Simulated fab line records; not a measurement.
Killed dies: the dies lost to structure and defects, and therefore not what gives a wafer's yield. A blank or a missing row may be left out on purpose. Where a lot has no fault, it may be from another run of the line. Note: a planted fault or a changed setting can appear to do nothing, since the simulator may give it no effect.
The tool behind it: which one? | flow n5 finfet | 45 wafers from 15 lots sampled at 8 of the route's 1938 steps

== WHAT EACH GAUGE READ, for each wafer ==
N5_BEOL_M0_SAQP_THK_MEAS_05. Usual: thk nm reads 59.6 nm (standard deviation 0.75).
lot  | measured     | on            | thk nm (nm)    | flag
L695 | day 6 00:06  | film metro-02 | 59.8 60.3 60.0 |
L696 | day 6 02:44  | film metro-01 | 59.7 59.3 60.3 |
L697 | day 6 16:50  | film metro-01 | 58.9 59.6 60.7 |
L700 | day 7 01:38  | film metro-01 | 60.1 59.0 59.7 |
L701 | day 7 08:04  | film metro-01 | 59.3 59.0 59.9 |
L702 | day 7 13:44  | film metro-01 | 58.8 60.3 60.6 |
L703 | day 7 18:22  | film metro-01 | 58.9 58.8 60.6 |
L707 | day 8 15:25  | film metro-02 | 58.1 59.6 59.0 |
L709 | day 9 07:57  | film metro-01 | 58.7 59.0 60.3 |
L710 | day 9 13:02  | film metro-02 | 58.9 59.9 60.2 |
L711 | day 9 19:19  | film metro-02 | 57.9 59.3 58.1 |
L712 | day 10 02:45 | film metro-01 | 58.9 60.2 60.2 |
L713 | day 10 06:24 | film metro-01 | 59.1 59.4 60.2 |
L714 | day 10 15:06 | film metro-01 | 59.8 60.6 61.1 |
L715 | day 10 18:14 | film metro-02 | 58.9 60.2 59.2 |

N5_BEOL_M0_SAQP_CD_MEAS_25 targets a cd of 13.1 nm. Usual: cd nm reads 12.80 nm (standard deviation 0.22).
lot  | measured     | on        | cd nm (nm)        | flag
L695 | day 6 02:33  | cd sem-02 | 12.30 12.62 12.75 |
L696 | day 6 05:08  | cd sem-02 | 12.76 12.49 12.66 |
L697 | day 6 20:10  | cd sem-01 | 12.89 12.88 12.82 |
L700 | day 7 03:48  | cd sem-02 | 12.39 13.19 12.62 |
L701 | day 7 10:55  | cd sem-01 | - - -             | OFF
L702 | day 7 15:52  | cd sem-01 | - - -             | OFF
L703 | day 7 20:32  | cd sem-02 | - - -             | OFF
L707 | day 8 17:33  | cd sem-02 | 12.85 12.65 13.13 |
L709 | day 9 10:10  | cd sem-02 | 13.00 12.34 12.65 |
L710 | day 9 15:34  | cd sem-01 | 13.04 12.74 12.37 |
L711 | day 9 21:21  | cd sem-02 | 13.29 13.18 12.94 |
L712 | day 10 05:13 | cd sem-02 | 12.69 12.93 12.73 |
L713 | day 10 08:39 | cd sem-01 | 12.46 12.64 12.61 |
L714 | day 10 17:26 | cd sem-01 | 12.83 12.86 12.89 |
L715 | day 10 20:23 | cd sem-02 | 12.79 12.83 12.29 |

N5_BEOL_M4_RC_MEAS_101. Usual: DIBL_N 36.3 mV/V, standard deviation 1.2; DIBL_P 36.3 mV/V, standard deviation 1.4; IOFF_N 0.157 nA/um, standard deviation 0.02; IOFF_P 0.22 nA/um, standard deviation 0.033; ION_N 675 uA/um, standard deviation 9.6; ION_P 465 uA/um, standard deviation 8.2; SS_N 71.4 mV/dec, standard deviation 0.45; SS_P 73.3 mV/dec, standard deviation 0.54; VT_N 249.8 mV, standard deviation 2.5; VT_P -249 mV, standard deviation 3.2.
lot  | measured     | on        | DIBL_N (mV/V)  | DIBL_P (mV/V)  | IOFF_N (nA/um)    | IOFF_P (nA/um) | ION_N (uA/um) | ION_P (uA/um) | SS_N (mV/dec)  | SS_P (mV/dec)  | VT_N (mV)         | VT_P (mV)      | flag
L695 | day 9 11:22  | prober-02 | 36.7 37.9 36.8 | 37.4 38.7 37.3 | 0.161 0.190 0.162 | 0.24 0.26 0.23 | 684 687 678   | 475 467 468   | 72.0 71.9 71.4 | 73.4 74.0 74.3 | 247.5 248.9 249.6 | -247 -249 -249 |
L696 | day 8 19:53  | prober-01 | 34.6 35.1 35.3 | 34.8 34.9 35.1 | 0.128 0.132 0.137 | 0.16 0.17 0.17 | 665 662 668   | 455 453 455   | 71.2 71.7 71.2 | 72.0 72.3 71.9 | 251.3 251.7 253.9 | -256 -253 -254 |
L697 | day 9 23:38  | prober-01 | 36.5 37.5 36.6 | 35.2 37.4 34.6 | 0.145 0.176 0.138 | 0.20 0.24 0.19 | 677 690 674   | 465 477 460   | 71.7 71.7 71.2 | 73.1 73.4 73.4 | 253.5 246.0 252.7 | -251 -247 -251 |
L700 | day 10 18:52 | prober-01 | 36.2 37.5 36.2 | 35.5 37.2 35.9 | 0.137 0.155 0.140 | 0.18 0.21 0.18 | 668 684 673   | 456 468 459   | 71.4 71.9 71.1 | 73.1 73.3 72.8 | 252.1 253.2 251.5 | -252 -252 -253 |
L707 | day 11 12:14 | prober-01 | 34.5 34.2 33.8 | 34.8 34.3 34.0 | 0.155 0.146 0.141 | 0.19 0.18 0.17 | 679 681 670   | 468 459 459   | 71.6 70.7 71.5 | 73.8 72.8 72.9 | 249.4 247.7 248.8 | -252 -255 -256 |
L709 | day 12 20:43 | prober-02 | 36.3 37.1 37.9 | 36.0 36.6 38.3 | 0.133 0.149 0.163 | 0.20 0.21 0.24 | 666 677 686   | 461 464 477   | 71.5 71.6 71.9 | 72.2 72.6 74.0 | 254.8 251.3 249.4 | -251 -247 -248 |
L710 | day 12 10:00 | prober-02 | 36.0 36.0 36.0 | 35.9 36.1 36.1 | 0.160 0.152 0.159 | 0.20 0.20 0.20 | 683 672 685   | 463 461 463   | 71.2 71.7 71.2 | 73.4 72.8 72.5 | 249.9 249.2 248.5 | -250 -252 -251 |
L711 | day 13 11:38 | prober-02 | 35.0 35.3 34.5 | 35.0 35.0 33.3 | 0.143 0.149 0.137 | 0.25 0.23 0.21 | 674 677 687   | 464 472 473   | 72.2 71.7 71.4 | 73.6 73.6 73.2 | 251.8 252.1 250.9 | -248 -247 -248 |
L712 | day 13 11:45 | prober-01 | 35.0 35.9 35.8 | 33.2 34.8 34.6 | 0.123 0.141 0.130 | 0.15 0.17 0.17 | 654 665 650   | 443 450 442   | 70.7 71.5 71.2 | 73.8 73.9 73.9 | 256.3 254.5 257.1 | -256 -258 -256 |
L713 | day 13 12:34 | prober-02 | 35.0 35.4 34.6 | 35.5 36.4 35.6 | 0.126 0.127 0.115 | 0.18 0.19 0.18 | 653 661 658   | 459 460 459   | 70.5 71.3 70.8 | 72.8 73.2 73.1 | 254.0 254.7 254.7 | -251 -251 -252 |
L714 | day 13 20:59 | prober-02 | 38.3 37.7 38.1 | 38.4 38.6 38.6 | 0.206 0.195 0.199 | 0.26 0.26 0.26 | 675 675 692   | 463 467 474   | 72.1 72.2 71.5 | 74.6 73.5 73.9 | 247.8 247.5 244.4 | -247 -249 -245 |
L715 | day 14 03:20 | prober-02 | 37.2 37.1 35.9 | 37.3 36.7 34.6 | 0.186 0.174 0.154 | 0.26 0.25 0.22 | 691 683 689   | 481 473 474   | 71.4 71.6 70.7 | 74.0 74.1 73.9 | 247.1 249.6 253.2 | -246 -247 -250 |

== WHICH TOOL RAN EACH LOT (tool, then ch and the chambers of the sampled wafers, then the start) ==
lot  | N5_BEOL_M0_SAQP_PECVD_96       | N5_BEOL_M0_SAQP_SPACER1_ETCHBACK_99 | N5_BEOL_M0_SAQP_MANDREL1_REMOVE_100 | N5_BEOL_M0_SAQP_ETCH_101           | N5_BEOL_M0_SAQP_RECESS_109
L695 | pecvd-04 ch 0,2, day 5 23:52   | rie diel-04 ch 2,3, day 6 02:21     | rie si-03 ch 0,1, day 6 02:26       | rie diel-05 ch 1,2, day 6 02:35    | vapor etch-01 ch 0,1, day 6 03:27
L696 | pecvd-01 ch 1,2, day 6 02:33   | rie diel-04 ch 0,1,2, day 6 04:56   | rie si-04 ch 0,1,3, day 6 05:02     | rie diel-05 ch 0,1,3, day 6 05:14  | vapor etch-02 ch 0, day 6 06:11
L697 | pecvd-04 ch 0,1, day 6 16:40   | rie diel-05 ch 0,3, day 6 19:58     | rie si-06 ch 2,3, day 6 20:03       | rie diel-04 ch 0,1,2, day 6 20:12  | vapor etch-02 ch 0,1, day 6 21:02
L700 | pecvd-04 ch 0,1,2, day 7 01:28 | rie diel-04 ch 1,3, day 7 03:36     | rie si-04 ch 0,1, day 7 03:41       | rie diel-04 ch 0,1, day 7 03:54    | vapor etch-01 ch 0,1, day 7 04:44
L701 | pecvd-01 ch 1,2, day 7 07:49   | rie diel-04 ch 0,2,3, day 7 10:43   | rie si-06 ch 0,2,3, day 7 10:49     | rie diel-02 ch 0,2,3, day 7 10:58  | vapor etch-02 ch 0,1, day 7 11:47
L702 | pecvd-04 ch 0,1, day 7 13:33   | rie diel-05 ch 0,3, day 7 15:40     | rie si-03 ch 1,3, day 7 15:46       | rie diel-05 ch 2,3, day 7 15:55    | vapor etch-02 ch 0,1, day 7 16:59
L703 | pecvd-04 ch 0,1, day 7 18:11   | rie diel-05 ch 0,3, day 7 20:20     | rie si-06 ch 0,1,2, day 7 20:26     | rie diel-04 ch 0,3, day 7 20:34    | vapor etch-01 ch 0,1, day 7 21:24
L707 | pecvd-01 ch 1,2, day 8 15:14   | rie diel-04 ch 2,3, day 8 17:21     | rie si-03 ch 0,1, day 8 17:26       | rie diel-02 ch 0,1,3, day 8 17:35  | vapor etch-01 ch 0,1, day 8 18:28
L709 | pecvd-02 ch 0,2, day 9 07:46   | rie diel-05 ch 0,1,3, day 9 09:59   | rie si-03 ch 1,2, day 9 10:04       | rie diel-04 ch 0,1,3, day 9 10:19  | vapor etch-01 ch 0,1, day 9 11:10
L710 | pecvd-04 ch 0,1, day 9 12:47   | rie diel-02 ch 1,3, day 9 15:20     | rie si-03 ch 1,2,3, day 9 15:27     | rie diel-02 ch 1,3, day 9 16:06    | vapor etch-01 ch 0,1, day 9 17:12
L711 | pecvd-04 ch 0,1, day 9 19:04   | rie diel-05 ch 0,3, day 9 21:09     | rie si-03 ch 1,3, day 9 21:14       | rie diel-05 ch 0,1,3, day 9 21:23  | vapor etch-01 ch 0,1, day 9 22:20
L712 | pecvd-01 ch 0,1, day 10 02:34  | rie diel-02 ch 0,3, day 10 05:01    | rie si-03 ch 0,1,3, day 10 05:06    | rie diel-02 ch 1,2, day 10 05:16   | vapor etch-01 ch 0,1, day 10 06:06
L713 | pecvd-04 ch 0,1, day 10 06:09  | rie diel-05 ch 0,1,3, day 10 08:27  | rie si-03 ch 0,3, day 10 08:32      | rie diel-04 ch 0,2, day 10 08:42   | vapor etch-02 ch 0,1, day 10 09:32
L714 | pecvd-01 ch 0,2, day 10 14:55  | rie diel-02 ch 1,2,3, day 10 17:14  | rie si-03 ch 0,2,3, day 10 17:19    | rie diel-02 ch 0,1,2, day 10 17:28 | vapor etch-01 ch 0,1, day 10 18:25
L715 | pecvd-02 ch 0,2, day 10 18:02  | rie diel-02 ch 0,1,2, day 10 20:11  | rie si-04 ch 1,2,3, day 10 20:17    | rie diel-05 ch 0,1,3, day 10 20:26 | vapor etch-01 ch 0,1, day 10 21:22
- N5_BEOL_M0_SAQP_PECVD_96: deposits a-Si from SiH4/He, target thk 45 nm, time 45.2 s.
- N5_BEOL_M0_SAQP_SPACER1_ETCHBACK_99: etches SiO2 in CHF3/O2, target depth 15.4 nm, time 7.7 s.
- N5_BEOL_M0_SAQP_MANDREL1_REMOVE_100: chemistry HBr/Cl2/O2, target a-Si, stops on SiNx, bt time 10 s.
- N5_BEOL_M0_SAQP_ETCH_101: etches SiNx in CH3F/O2, target depth 29.9 nm, time 42.7 s.
- N5_BEOL_M0_SAQP_RECESS_109: chemistry HF/NH3, target SiO2, target depth 3 nm, afs cycles 1, sublimation time 60 s.

== AS READ BY THE TOOLS THEMSELVES (means over the sampled wafers that have a number; for cases with no such wafer, the mark the record gives instead) ==
N5_BEOL_M0_SAQP_PECVD_96. Usual: chamber pressure Torr 3.001 Torr, standard deviation 0.0062; heater power w 588 W, standard deviation 71; showerhead plenum p Torr 5.65 Torr, standard deviation 0.083; throttle valve pct 18.8 %, standard deviation 1.2.
lot  | tool     | chamber pressure Torr (Torr) | heater power w (W) | showerhead plenum p Torr (Torr) | throttle valve pct (%) | flag
L695 | pecvd-04 | 3.001                        | 489                | 5.54                            | 19.5                   |
L696 | pecvd-01 | 2.995                        | 632                | 5.67                            | 17.4                   |
L697 | pecvd-04 | 3.001                        | 553                | 5.61                            | 18.4                   |
L700 | pecvd-04 | 2.995                        | 520                | 5.60                            | 19.4                   |
L701 | pecvd-01 | 3.007                        | 652                | 5.66                            | 18.3                   |
L702 | pecvd-04 | 2.999                        | 540                | 5.55                            | 18.5                   |
L703 | pecvd-04 | 3.004                        | 559                | 5.54                            | 18.6                   |
L707 | pecvd-01 | 2.998                        | 672                | 5.68                            | 17.4                   |
L709 | pecvd-02 | 2.997                        | 591                | 5.69                            | 18.6                   |
L710 | pecvd-04 | 3.002                        | 559                | 5.55                            | 18.7                   |
L711 | pecvd-04 | 3.011                        | 560                | 5.54                            | 18.8                   |
L712 | pecvd-01 | 3.008                        | 651                | 5.72                            | 18.9                   |
L713 | pecvd-04 | 3.002                        | 536                | 5.55                            | 18.5                   |
L714 | pecvd-01 | 3.001                        | 693                | 5.73                            | 18.0                   |
L715 | pecvd-02 | 3.004                        | 623                | 5.66                            | 18.5                   |

N5_BEOL_M0_SAQP_SPACER1_ETCHBACK_99. Usual: CHF3_flow_sccm 49.99 sccm, standard deviation 0.16; O2_flow_sccm 4.998 sccm, standard deviation 0.016; drypump motor current A 5.8 A, standard deviation 0.51; oes product au 0.74 a.u., standard deviation 0.067; rf vpp V 526 V, standard deviation 5.5; showerhead plenum p Torr 2.40 Torr, standard deviation 0.072; throttle valve pct 19.04 %, standard deviation 0.25.
lot  | tool        | CHF3_flow_sccm (sccm) | O2_flow_sccm (sccm) | drypump motor current A (A) | oes product au (a.u.) | rf vpp V (V) | showerhead plenum p Torr (Torr) | throttle valve pct (%) | flag
L695 | rie diel-04 | 50.02                 | 5.007               | 5.5                         | 0.76                  | 528          | 2.43                            | 19.04                  |
L696 | rie diel-04 | 50.00                 | 4.987               | 6.1                         | 0.76                  | 523          | 2.41                            | 18.98                  |
L697 | rie diel-05 | 49.98                 | 5.000               | 5.5                         | 0.71                  | 529          | 2.38                            | 19.14                  |
L700 | rie diel-04 | 49.89                 | 5.003               | 5.9                         | 0.73                  | 520          | 2.30                            | 19.21                  |
L701 | rie diel-04 | -                     | -                   | -                           | -                     | -            | -                               | -                      | OFF
L702 | rie diel-05 | -                     | -                   | -                           | -                     | -            | -                               | -                      | OFF
L703 | rie diel-05 | -                     | -                   | -                           | -                     | -            | -                               | -                      | OFF
L707 | rie diel-04 | 49.95                 | 4.999               | 5.6                         | 0.73                  | 527          | 2.43                            | 19.07                  |
L709 | rie diel-05 | 49.99                 | 4.991               | 5.9                         | 0.70                  | 529          | 2.38                            | 19.20                  |
L710 | rie diel-02 | 50.08                 | 4.988               | 5.2                         | 0.79                  | 524          | 2.46                            | 18.96                  |
L711 | rie diel-05 | 50.09                 | 4.996               | 5.5                         | 0.70                  | 529          | 2.38                            | 19.30                  |
L712 | rie diel-02 | 49.82                 | 5.024               | 5.6                         | 0.70                  | 521          | 2.39                            | 19.27                  |
L713 | rie diel-05 | 50.10                 | 4.985               | 5.9                         | 0.69                  | 531          | 2.38                            | 19.21                  |
L714 | rie diel-02 | 49.95                 | 5.010               | 5.4                         | 0.80                  | 527          | 2.46                            | 18.81                  |
L715 | rie diel-02 | 49.99                 | 5.019               | 5.8                         | 0.79                  | 528          | 2.45                            | 18.85                  |

N5_BEOL_M0_SAQP_MANDREL1_REMOVE_100. Usual: drypump motor current A 5.8 A, standard deviation 0.37; oes product au 0.993 a.u., standard deviation 0.015; throttle valve pct 36.71 %, standard deviation 0.26.
lot  | tool      | drypump motor current A (A) | oes product au (a.u.) | throttle valve pct (%) | flag
L695 | rie si-03 | 6.1                         | 1.002                 | 37.00                  |
L696 | rie si-04 | 5.9                         | 0.996                 | 36.62                  |
L697 | rie si-06 | 5.3                         | 0.981                 | 36.95                  |
L700 | rie si-04 | 5.5                         | 1.006                 | 36.75                  |
L701 | rie si-06 | 5.4                         | 0.378                 | 36.74                  | OFF
L702 | rie si-03 | 5.8                         | 0.376                 | 36.87                  | OFF
L703 | rie si-06 | 5.6                         | 0.369                 | 36.58                  | OFF
L707 | rie si-03 | 6.1                         | 1.011                 | 36.99                  |
L709 | rie si-03 | 6.1                         | 1.005                 | 36.91                  |
L710 | rie si-03 | 5.8                         | 0.990                 | 36.76                  |
L711 | rie si-03 | 5.5                         | 0.990                 | 36.60                  |
L712 | rie si-03 | 5.8                         | 0.996                 | 36.73                  |
L713 | rie si-03 | 5.7                         | 0.998                 | 36.58                  |
L714 | rie si-03 | 5.8                         | 0.992                 | 36.61                  |
L715 | rie si-04 | 5.9                         | 0.994                 | 36.69                  |

N5_BEOL_M0_SAQP_ETCH_101. Usual: drypump motor current A 5.8 A, standard deviation 0.54; oes product au 0.74 a.u., standard deviation 0.07; rf vpp V 298 V, standard deviation 3.4; showerhead plenum p Torr 1.99 Torr, standard deviation 0.057; throttle valve pct 16.51 %, standard deviation 0.24.
lot  | tool        | drypump motor current A (A) | oes product au (a.u.) | rf vpp V (V) | showerhead plenum p Torr (Torr) | throttle valve pct (%) | flag
L695 | rie diel-05 | 6.3                         | 0.72                  | 298          | 1.98                            | 16.50                  |
L696 | rie diel-05 | 5.9                         | 0.72                  | 301          | 1.98                            | 16.63                  |
L697 | rie diel-04 | 6.1                         | 0.76                  | 295          | 2.00                            | 16.47                  |
L700 | rie diel-04 | 6.3                         | 0.75                  | 296          | 1.97                            | 16.52                  |
L701 | rie diel-02 | 5.5                         | 0.28                  | 298          | 2.00                            | 16.45                  | OFF
L702 | rie diel-05 | 5.5                         | 0.27                  | 297          | 1.97                            | 16.47                  | OFF
L703 | rie diel-04 | 5.8                         | 0.27                  | 297          | 1.93                            | 16.64                  | OFF
L707 | rie diel-02 | 5.6                         | 0.80                  | 297          | 2.04                            | 16.47                  |
L709 | rie diel-04 | 6.1                         | 0.72                  | 295          | 1.93                            | 16.63                  |
L710 | rie diel-02 | 5.5                         | 0.87                  | 298          | 2.08                            | 16.20                  |
L711 | rie diel-05 | 5.9                         | 0.70                  | 300          | 1.97                            | 16.68                  |
L712 | rie diel-02 | 5.8                         | 0.87                  | 300          | 2.09                            | 16.05                  |
L713 | rie diel-04 | 5.7                         | 0.74                  | 299          | 2.04                            | 16.49                  |
L714 | rie diel-02 | 5.8                         | 0.79                  | 300          | 2.03                            | 16.33                  |
L715 | rie diel-05 | 5.9                         | 0.69                  | 299          | 1.97                            | 16.69                  |

N5_BEOL_M0_SAQP_RECESS_109. Usual: drypump motor current A 6.0 A, standard deviation 0.49; foreline p Torr 0.1281 Torr, standard deviation 0.00062.
lot  | tool          | drypump motor current A (A) | foreline p Torr (Torr) | flag
L695 | vapor etch-01 | 6.4                         | 0.1278                 |
L696 | vapor etch-02 | 5.2                         | 0.1279                 |
L697 | vapor etch-02 | 5.7                         | 0.1278                 |
L700 | vapor etch-01 | 6.4                         | 0.1280                 |
L701 | vapor etch-02 | 5.4                         | 0.1282                 |
L702 | vapor etch-02 | 5.5                         | 0.1277                 |
L703 | vapor etch-01 | 6.3                         | 0.1280                 |
L707 | vapor etch-01 | 6.4                         | 0.1286                 |
L709 | vapor etch-01 | 6.4                         | 0.1281                 |
L710 | vapor etch-01 | 6.4                         | 0.1290                 |
L711 | vapor etch-01 | 6.3                         | 0.1278                 |
L712 | vapor etch-01 | 6.3                         | 0.1287                 |
L713 | vapor etch-02 | 5.7                         | 0.1285                 |
L714 | vapor etch-01 | 6.4                         | 0.1278                 |
L715 | vapor etch-01 | 6.4                         | 0.1288                 |

== THE ANSWER, worked out from the rows above alone ==
Rule: lot off if the mean of its wafers having a number is beyond 3 standard deviations from the usual mean. Also off: a lot with no number at a reading for which 4 or more lots have one. The other lots that the step has rows for count as sound. The gauges are gone through in route order, then the tools' own readings, and for those a lot's mean is taken as printed above. The first step at which some lot is off is used, and at that step the reading that is off furthest; a lot without a number counts as furthest.
Off: L701, L702, L703, at N5_BEOL_M0_SAQP_CD_MEAS_25 (cd nm). Without a number there: L701, L702, L703.
If a tool, at a process step before that reading, ran all the lots that are off and no sound lot after the first of them, it fits. The gauges at N5_BEOL_M0_SAQP_CD_MEAS_25 aren't tried: what is off there is off at N5_BEOL_M0_SAQP_SPACER1_ETCHBACK_99 too, on other tools, and a gauge's error can't cause that. Of those tried, none fits.

== WHAT HAD BEEN PUT IN BY THE SIMULATOR ==
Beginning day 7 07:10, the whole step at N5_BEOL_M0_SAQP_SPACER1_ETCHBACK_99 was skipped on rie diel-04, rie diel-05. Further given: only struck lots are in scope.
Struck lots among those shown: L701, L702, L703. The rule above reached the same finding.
